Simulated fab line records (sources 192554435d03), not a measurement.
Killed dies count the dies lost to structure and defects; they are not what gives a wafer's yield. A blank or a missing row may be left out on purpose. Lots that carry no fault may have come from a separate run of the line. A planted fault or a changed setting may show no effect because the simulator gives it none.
Matching of chambers :: flow n5-finfet :: N5_DUMMY_GATE_ETCH_23 on rie-si-01 has 4 sister chambers
The step etches poly-Si in HBr/Cl2/O2, target depth 41 nm, time 22.3 s. 8 wafers are shown with their chamber, then 8 later ones without.

WAFERS PAIRED WITH THEIR CHAMBERS
wafer: L084.4
chamber: 1
throttle-valve-pct (%): 38.0
drypump-motor-current-A (A): 5.8

wafer: L085.1
chamber: 3
throttle-valve-pct (%): 36.9
drypump-motor-current-A (A): 6.3

wafer: L085.6
chamber: 2
throttle-valve-pct (%): 36.8
drypump-motor-current-A (A): 5.0

wafer: L087.4
chamber: 3
throttle-valve-pct (%): 36.9
drypump-motor-current-A (A): 6.3

wafer: L089.1
chamber: 2
throttle-valve-pct (%): 36.8
drypump-motor-current-A (A): 5.0

wafer: L089.4
chamber: 0
throttle-valve-pct (%): 37.3
drypump-motor-current-A (A): 5.8

wafer: L089.5
chamber: 0
throttle-valve-pct (%): 37.3
drypump-motor-current-A (A): 5.7

wafer: L092.2
chamber: 1
throttle-valve-pct (%): 38.1
drypump-motor-current-A (A): 5.8

WAFERS WITH NO CHAMBER GIVEN
wafer: L092.3
throttle-valve-pct (%): 36.8
drypump-motor-current-A (A): 5.0

wafer: L092.4
throttle-valve-pct (%): 37.3
drypump-motor-current-A (A): 5.7

wafer: L093.1
throttle-valve-pct (%): 36.9
drypump-motor-current-A (A): 6.3

wafer: L093.3
throttle-valve-pct (%): 38.0
drypump-motor-current-A (A): 5.8

wafer: L093.6
throttle-valve-pct (%): 37.3
drypump-motor-current-A (A): 5.8

wafer: L097.1
throttle-valve-pct (%): 37.3
drypump-motor-current-A (A): 5.8

wafer: L097.3
throttle-valve-pct (%): 36.8
drypump-motor-current-A (A): 5.0

wafer: L097.5
throttle-valve-pct (%): 38.0
drypump-motor-current-A (A): 5.8

CHAMBER TAKEN BY EACH
wafer: L092.3
from the rows above: 2
in truth: 2

wafer: L092.4
from the rows above: 0
in truth: 0

wafer: L093.1
from the rows above: 3
in truth: 3

wafer: L093.3
from the rows above: 1
in truth: 1

wafer: L093.6
from the rows above: 0
in truth: 0

wafer: L097.1
from the rows above: 0
in truth: 0

wafer: L097.3
from the rows above: 2
in truth: 2

wafer: L097.5
from the rows above: 1
in truth: 1
Placed correctly: 8 of 8. From these rows, 0 cannot be placed. 0 placed wrongly.
How it was worked out, from the rows above alone: a wafer's distance from a chamber is the root of the sum, over the readings, of the square of ((its reading less the chamber's mean) divided by the reading's scatter). If the next closest chamber is less than 2 further off than the closest, the wafer can't be placed; otherwise it belongs to the closest. A chamber's mean is the mean of its shown wafers. The scatter: the root of (the sum of the squares of (reading less its chamber's mean) over the shown wafers, divided by (wafers less chambers)).
